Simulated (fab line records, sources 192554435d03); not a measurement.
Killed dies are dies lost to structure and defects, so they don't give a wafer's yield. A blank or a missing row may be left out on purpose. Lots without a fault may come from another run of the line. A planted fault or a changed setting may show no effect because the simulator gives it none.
Which tool did it? | flow n5_finfet | 11 lots, 33 wafers sampled, at 5 steps of a route of 1938

WHAT THE GAUGES READ, wafer by wafer
The record holds no reading of a measuring or inspecting step that can be judged against a usual standard deviation.

WHICH TOOL RAN EACH LOT (tool, then ch and the chambers of the sampled wafers, then the start)
lot  | N5_BEOL_M9_TRENCH_ETCH_37                     | N5_BEOL_M9_PRE_CLEAN_45      | N5_BEOL_M9_CVD_78                | N5_BEOL_M9_DEP_56               | N5_PASSIVATION_PROBE_49
L120 | rie_diel-01 ch 1,2,3, day 9 20:16 or earlier  | pvd_sputter-02, day 9 20:16  | cvd_co-01 ch 1,2, day 9 20:43    | pecvd-02 ch 0,1, day 10 00:50   | prober-02, day 12 06:06
L118 | rie_diel-01 ch 1,2,3, day 9 22:31 or earlier  | pvd_sputter-03, day 9 22:31  | cvd_co-02 ch 0,1, day 9 22:55    | pecvd-04 ch 0,2, day 10 03:49   | -
L121 | rie_diel-06 ch 1,3, day 10 13:07 or earlier   | pvd_sputter-01, day 10 13:07 | cvd_co-01 ch 0,1,2, day 10 13:43 | pecvd-03 ch 0,1, day 10 14:58   | prober-01, day 13 06:06
L122 | rie_diel-03 ch 0,1,3, day 10 19:13 or earlier | pvd_sputter-01, day 10 19:13 | cvd_co-02 ch 1,2, day 10 19:44   | pecvd-04 ch 0,2, day 10 21:17   | -
L125 | rie_diel-06 ch 0,1,3, day 11 17:51 or earlier | pvd_sputter-02, day 11 17:51 | cvd_co-02 ch 1,2, day 11 18:17   | pecvd-03 ch 1,2, day 11 20:23   | prober-01, day 14 08:24
L127 | rie_diel-01 ch 0,1, day 11 21:56 or earlier   | pvd_sputter-01, day 11 21:56 | cvd_co-02 ch 0,1, day 11 22:26   | pecvd-04 ch 1,2, day 11 23:32   | -
L124 | rie_diel-01 ch 1,2,3, day 12 00:24 or earlier | pvd_sputter-02, day 12 00:24 | cvd_co-02 ch 0,1,2, day 12 01:08 | pecvd-04 ch 1,2, day 12 02:43   | -
L130 | rie_diel-06 ch 0,2,3, day 13 08:50 or earlier | pvd_sputter-01, day 13 08:50 | cvd_co-01 ch 0,1,2, day 13 09:50 | pecvd-03 ch 0,1,2, day 13 10:57 | prober-01, day 15 15:34
L131 | rie_diel-03 ch 1,2,3, day 13 11:29 or earlier | pvd_sputter-02, day 13 11:29 | cvd_co-02 ch 0,2, day 13 12:13   | pecvd-03 ch 0,1, day 13 14:35   | -
L136 | rie_diel-03 ch 1,2,3, day 14 10:34 or earlier | pvd_sputter-03, day 14 10:34 | cvd_co-02 ch 0,1,2, day 14 11:16 | pecvd-03 ch 0,2, day 14 12:43   | -
L138 | rie_diel-06 ch 0,1,3, day 14 14:55 or earlier | pvd_sputter-03, day 14 14:55 | cvd_co-02 ch 0,2, day 14 15:19   | pecvd-03 ch 0,1,2, day 14 16:31 | prober-02, day 16 23:59
- N5_BEOL_M9_TRENCH_ETCH_37: etches SiCOH lowk in C4F6/O2, target depth 151.43 nm, time 49 s.
- N5_BEOL_M9_PRE_CLEAN_45: time 30 s.
- N5_BEOL_M9_CVD_78: deposits Co from CCTBA/H2, target thk 2 nm, time 138.9 s.
- N5_BEOL_M9_DEP_56: deposits SiCN from 3MS/NH3, target thk 15 nm, time 26.5 s.
- N5_PASSIVATION_PROBE_49

WHAT THE TOOLS THEMSELVES READ (means of the sampled wafers that have a number; where no wafer has one, the mark that the record gives instead)
N5_BEOL_M9_TRENCH_ETCH_37. Usual: drypump_motor_current_A 5.8 A, standard deviation 0.48; mfc_ar_sccm 299.9 sccm, standard deviation 0.86; oes_product_au 0.78 a.u., standard deviation 0.08; rf_vpp_V 660 V, standard deviation 12; showerhead_plenum_p_Torr 2.78 Torr, standard deviation 0.05; throttle_valve_pct 21.00 %, standard deviation 0.2.
lot  | tool        | drypump_motor_current_A (A) | mfc_ar_sccm (sccm) | oes_product_au (a.u.) | rf_vpp_V (V) | showerhead_plenum_p_Torr (Torr) | throttle_valve_pct (%) | flag
L120 | rie_diel-01 | 6.2                         | 299.4              | 0.85                  | 657          | 2.80                            | 20.89                  |
L118 | rie_diel-01 | 6.2                         | 299.0              | 0.84                  | 657          | 2.80                            | 20.88                  |
L121 | rie_diel-06 | 5.1                         | 300.7              | 0.73                  | 668          | 2.72                            | 20.98                  |
L122 | rie_diel-03 | 5.5                         | 300.2              | 0.76                  | 676          | 2.78                            | 21.09                  |
L125 | rie_diel-06 | 5.5                         | 299.8              | 0.76                  | 659          | 2.74                            | 20.90                  |
L127 | rie_diel-01 | 6.0                         | 300.1              | 0.86                  | 647          | 2.77                            | 20.81                  |
L124 | rie_diel-01 | 6.2                         | 299.9              | 0.81                  | 657          | 2.79                            | 20.90                  |
L130 | rie_diel-06 | 5.7                         | 299.8              | 0.75                  | 656          | 2.77                            | 21.00                  |
L131 | rie_diel-03 | 5.4                         | 299.8              | 0.77                  | 664          | 2.77                            | 21.20                  |
L136 | rie_diel-03 | 5.4                         | 299.8              | 0.76                  | 664          | 2.77                            | 21.22                  |
L138 | rie_diel-06 | 5.5                         | 299.8              | 0.73                  | 660          | 2.73                            | 20.93                  |

N5_BEOL_M9_PRE_CLEAN_45. Usual: heater_power_w 334 W, standard deviation 26.
lot  | tool           | heater_power_w (W) | flag
L120 | pvd_sputter-02 | 330                |
L118 | pvd_sputter-03 | 341                |
L121 | pvd_sputter-01 | 327                |
L122 | pvd_sputter-01 | 335                |
L125 | pvd_sputter-02 | 346                |
L127 | pvd_sputter-01 | 327                |
L124 | pvd_sputter-02 | 318                |
L130 | pvd_sputter-01 | 334                |
L131 | pvd_sputter-02 | 330                |
L136 | pvd_sputter-03 | 319                |
L138 | pvd_sputter-03 | 343                |

N5_BEOL_M9_CVD_78. Usual: chamber_pressure_Torr 29.99 Torr, standard deviation 0.07; run_length_s 161.7 s, standard deviation 0.45.
lot  | tool      | chamber_pressure_Torr (Torr) | run_length_s (s) | flag
L120 | cvd_co-01 | 29.95                        | 161.8            |
L118 | cvd_co-02 | 29.93                        | 161.3            |
L121 | cvd_co-01 | 30.05                        | 161.7            |
L122 | cvd_co-02 | 29.92                        | 162.3            |
L125 | cvd_co-02 | 30.01                        | 161.8            |
L127 | cvd_co-02 | 29.92                        | 161.4            |
L124 | cvd_co-02 | 30.01                        | 161.6            |
L130 | cvd_co-01 | 30.05                        | 161.8            |
L131 | cvd_co-02 | 29.93                        | 162.1            |
L136 | cvd_co-02 | 30.03                        | 192.1            | OFF
L138 | cvd_co-02 | 29.95                        | 222.9            | OFF

N5_BEOL_M9_DEP_56. Usual: chamber_pressure_Torr 3.000 Torr, standard deviation 0.0064; showerhead_plenum_p_Torr 3.670 Torr, standard deviation 0.016; throttle_valve_pct 9.1 %, standard deviation 0.3.
lot  | tool     | chamber_pressure_Torr (Torr) | showerhead_plenum_p_Torr (Torr) | throttle_valve_pct (%) | flag
L120 | pecvd-02 | 2.998                        | 3.662                           | 8.9                    |
L118 | pecvd-04 | 2.997                        | 3.672                           | 8.9                    |
L121 | pecvd-03 | 2.997                        | 3.680                           | 9.0                    |
L122 | pecvd-04 | 2.997                        | 3.669                           | 9.1                    |
L125 | pecvd-03 | 2.997                        | 3.666                           | 9.2                    |
L127 | pecvd-04 | 2.995                        | 3.661                           | 9.3                    |
L124 | pecvd-04 | 2.998                        | 3.668                           | 9.1                    |
L130 | pecvd-03 | 3.002                        | 3.665                           | 9.1                    |
L131 | pecvd-03 | 2.995                        | 3.686                           | 9.2                    |
L136 | pecvd-03 | 3.005                        | 3.657                           | 9.0                    |
L138 | pecvd-03 | 2.999                        | 3.671                           | 9.1                    |

N5_PASSIVATION_PROBE_49. Usual: defect_limited_yield 91.0 %, standard deviation 1.5; killed_at_M0_to_M3 34, standard deviation 9.1; killed_at_M4_up 14, standard deviation 5.7; killed_at_contacts 13, standard deviation 5.7; killed_at_front_end 42, standard deviation 12; killed_at_other 4, standard deviation 3.4; killed_dies 106, standard deviation 17; killed_open 70, standard deviation 13; killed_short 34, standard deviation 7.5; sort_bin_5_function 5.2 %, standard deviation 0.94; sort_bin_6_memory 3.4 %, standard deviation 0.69; sort_bin_8_speed 0.00 %, standard deviation 0.029; sort_n_pass 1074, standard deviation 17; sort_yield_pct 91.0 %, standard deviation 1.5.
lot  | tool      | defect_limited_yield (%) | killed_at_M0_to_M3 | killed_at_M4_up | killed_at_contacts | killed_at_front_end | killed_at_other | killed_dies | killed_open | killed_short | sort_bin_5_function (%) | sort_bin_6_memory (%) | sort_bin_8_speed (%) | sort_n_pass | sort_yield_pct (%) | flag
L120 | prober-02 | 90.3                     | 39                 | 15              | 12                 | 46                  | 2               | 114         | 75          | 38           | 5.4                     | 3.9                   | 0.00                 | 1066        | 90.3               |
L121 | prober-01 | 91.4                     | 31                 | 15              | 12                 | 38                  | 5               | 102         | 70          | 30           | 5.0                     | 3.3                   | 0.00                 | 1078        | 91.4               |
L125 | prober-01 | 89.9                     | 38                 | 14              | 15                 | 49                  | 5               | 120         | 80          | 38           | 6.2                     | 3.6                   | 0.00                 | 1060        | 89.9               |
L130 | prober-01 | 91.5                     | 36                 | 9               | 10                 | 43                  | 2               | 100         | 66          | 34           | 4.6                     | 3.4                   | 0.00                 | 1080        | 91.5               |
L138 | prober-02 | 90.2                     | 46                 | 9               | 14                 | 42                  | 5               | 116         | 75          | 37           | 6.0                     | 3.2                   | 0.00                 | 1064        | 90.2               |

THE ANSWER, worked out from the rows above alone
Rule: a lot is off if the mean of its wafers that have a number lies more than 3 standard deviations from the usual mean. A lot without any number at a reading at which 4 lots or more have one is off too. The other lots that the step has rows for count as sound. The gauges are gone through in route order, then the tools' own readings, and for those a lot's mean is taken as printed above. The first step at which some lot is off is used, and at that step the reading that is off furthest; a lot without a number counts as furthest.
Off: L136, L138, at N5_BEOL_M9_CVD_78 (run_length_s).
A tool fits if, at that step or a process step before it, it ran every lot that is off, and no sound lot after the first of them. N5_BEOL_M9_TRENCH_ETCH_37 gives no start for some lots, so the hours and the order of its lots are those of N5_BEOL_M9_PRE_CLEAN_45. Can't be told from this: 2 tools fit, pvd_sputter-03 at N5_BEOL_M9_PRE_CLEAN_45, cvd_co-02 at N5_BEOL_M9_CVD_78.

WHAT THE SIMULATOR HAD PUT IN
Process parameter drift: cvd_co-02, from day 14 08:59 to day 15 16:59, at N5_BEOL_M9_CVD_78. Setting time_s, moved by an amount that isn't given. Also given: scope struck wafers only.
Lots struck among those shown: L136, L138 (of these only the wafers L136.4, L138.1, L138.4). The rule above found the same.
